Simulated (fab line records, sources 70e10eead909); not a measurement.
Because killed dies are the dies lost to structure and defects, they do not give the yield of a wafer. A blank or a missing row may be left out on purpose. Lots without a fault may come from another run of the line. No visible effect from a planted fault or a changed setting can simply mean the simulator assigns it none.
Commonality check across tools | flow nand harc | Lots sampled 7, wafers sampled 21

## WHAT PROMPTED THE OPENING
At NHARC_END_SORT_01 the reading killed at array is flagged on 3 of 7 lots. Fault-free wafers read 54, with a standard deviation of 12.
Rule: a lot is flagged when every wafer of it that has a number lies more than 4 standard deviations from that mean, or none has a number. The other lots count as sound.

lot  | measured     | on        | killed at array, wafer by wafer | flag
L393 | day 26 00:58 | prober-02 | 672 676 675                     | FLAGGED
L396 | day 26 22:44 | prober-01 | 674 671 669                     | FLAGGED
L395 | day 26 23:28 | prober-02 | 674 672 674                     | FLAGGED
L403 | day 30 02:52 | prober-02 | 49 46 50                        |
L404 | day 30 14:28 | prober-01 | 70 54 58                        |
L405 | day 31 08:51 | prober-02 | 59 51 64                        |
L406 | day 31 16:37 | prober-02 | 68 61 58                        |
The numbers of the flagged lots are 673 on average: +619 against the usual, or +52 standard deviations.

## LOT BY LOT: THE TOOL USED
4 process steps preceding the reading are held in the record, out of 1302 steps in the route. Each cell gives the tool, then ch followed by the chambers the sampled wafers passed through, then the start.
lot  | flag    | NHARC_A_STAIRCASE_ETCH_294                    | NHARC_A_STAIRCASE_STRIP_316                   | NHARC_A_STAIRCASE_DEP_151       | NHARC_A_STAIRCASE_DEP_325
L393 | FLAGGED | rie diel-01 ch 2,3, day 19 09:29 or earlier   | rie diel-11 ch 0,2,3, day 19 09:29 or earlier | pecvd-02 ch 1,2, day 19 09:29   | pecvd-02 ch 1,2, day 20 03:53
L396 | FLAGGED | rie diel-06 ch 2,3, day 20 04:26 or earlier   | rie diel-11 ch 0,2,3, day 20 04:26 or earlier | pecvd-02 ch 0,1, day 20 04:26   | pecvd-02 ch 1,2, day 20 21:50
L395 | FLAGGED | rie diel-01 ch 2,3, day 20 04:32 or earlier   | rie diel-11 ch 2,3, day 20 04:32 or earlier   | pecvd-01 ch 0,1,2, day 20 04:32 | pecvd-03 ch 0,2, day 20 21:50
L403 |         | rie diel-06 ch 1,2, day 23 15:19 or earlier   | rie diel-01 ch 0,1, day 23 15:19 or earlier   | pecvd-02 ch 1,2, day 23 15:19   | pecvd-01 ch 0,2, day 24 06:34
L404 |         | rie diel-06 ch 1,2,3, day 23 23:44 or earlier | rie diel-01 ch 0,1, day 23 23:44 or earlier   | pecvd-02 ch 0,1,2, day 23 23:44 | pecvd-02 ch 0,1,2, day 24 17:29
L405 |         | rie diel-06 ch 0,1, day 24 13:44 or earlier   | rie diel-06 ch 0,1,2, day 24 13:44 or earlier | pecvd-01 ch 0,1, day 24 13:44   | pecvd-02 ch 0,1,2, day 25 04:59
L406 |         | rie diel-11 ch 0,2,3, day 25 01:11 or earlier | rie diel-11 ch 0,3, day 25 01:11 or earlier   | pecvd-02 ch 0,1,2, day 25 01:11 | pecvd-03 ch 0,1,2, day 25 20:13
These steps, and what they do:
- NHARC_A_STAIRCASE_ETCH_294: etches the open film in C4F8/O2/Ar, target depth 4989 nm, time 1211.6 s.
- NHARC_A_STAIRCASE_STRIP_316: strips in O2.
- NHARC_A_STAIRCASE_DEP_151: deposits SiO2, target thk 7200 nm.
- NHARC_A_STAIRCASE_DEP_325: deposits SiO2, target thk 7200 nm.
- NHARC_END_SORT_01

## FLAGGED AGAINST TOTAL, ONE TOOL AT A TIME (gauges that did the reading follow at the end)
step                        | tool        | lots run | flagged | share of the flagged lots | sound lots run after its first flagged lot
NHARC_A_STAIRCASE_ETCH_294  | rie diel-01 | 2        | 2       | some                      | 0
NHARC_A_STAIRCASE_ETCH_294  | rie diel-06 | 4        | 1       | some                      | 3 (L403,L404,L405)
NHARC_A_STAIRCASE_ETCH_294  | rie diel-11 | 1        | 0       | none                      | -
NHARC_A_STAIRCASE_STRIP_316 | rie diel-01 | 2        | 0       | none                      | -
NHARC_A_STAIRCASE_STRIP_316 | rie diel-06 | 1        | 0       | none                      | -
NHARC_A_STAIRCASE_STRIP_316 | rie diel-11 | 4        | 3       | all                       | 1 (L406)
NHARC_A_STAIRCASE_DEP_151   | pecvd-01    | 2        | 1       | some                      | 1 (L405)
NHARC_A_STAIRCASE_DEP_151   | pecvd-02    | 5        | 2       | some                      | 3 (L403,L404,L406)
NHARC_A_STAIRCASE_DEP_325   | pecvd-01    | 1        | 0       | none                      | -
NHARC_A_STAIRCASE_DEP_325   | pecvd-02    | 4        | 2       | some                      | 2 (L404,L405)
NHARC_A_STAIRCASE_DEP_325   | pecvd-03    | 2        | 1       | some                      | 1 (L406)
NHARC_END_SORT_01           | prober-01   | 2        | 1       | some                      | 1 (L404)
NHARC_END_SORT_01           | prober-02   | 5        | 2       | some                      | 3 (L403,L405,L406)
NHARC_A_STAIRCASE_ETCH_294 gives no start for some lots, so the hours and the order of its lots are those of NHARC_A_STAIRCASE_DEP_151. NHARC_A_STAIRCASE_STRIP_316 gives no start for some lots, so the hours and the order of its lots are those of NHARC_A_STAIRCASE_DEP_151.

## WHAT IS ALLOWED BY THE TABLE
Rows of the table that ran each flagged lot: 1, that is rie diel-11 at NHARC_A_STAIRCASE_STRIP_316.
- rie diel-11 at NHARC_A_STAIRCASE_STRIP_316 ran 4 lots, 3 of them flagged. Sound lots followed the first flagged one (L406) on it, something a lasting fault affecting the whole tool could not allow.
No row of the table ran every flagged lot and no sound lot after the first.

## WHAT THE SIMULATOR PUT IN
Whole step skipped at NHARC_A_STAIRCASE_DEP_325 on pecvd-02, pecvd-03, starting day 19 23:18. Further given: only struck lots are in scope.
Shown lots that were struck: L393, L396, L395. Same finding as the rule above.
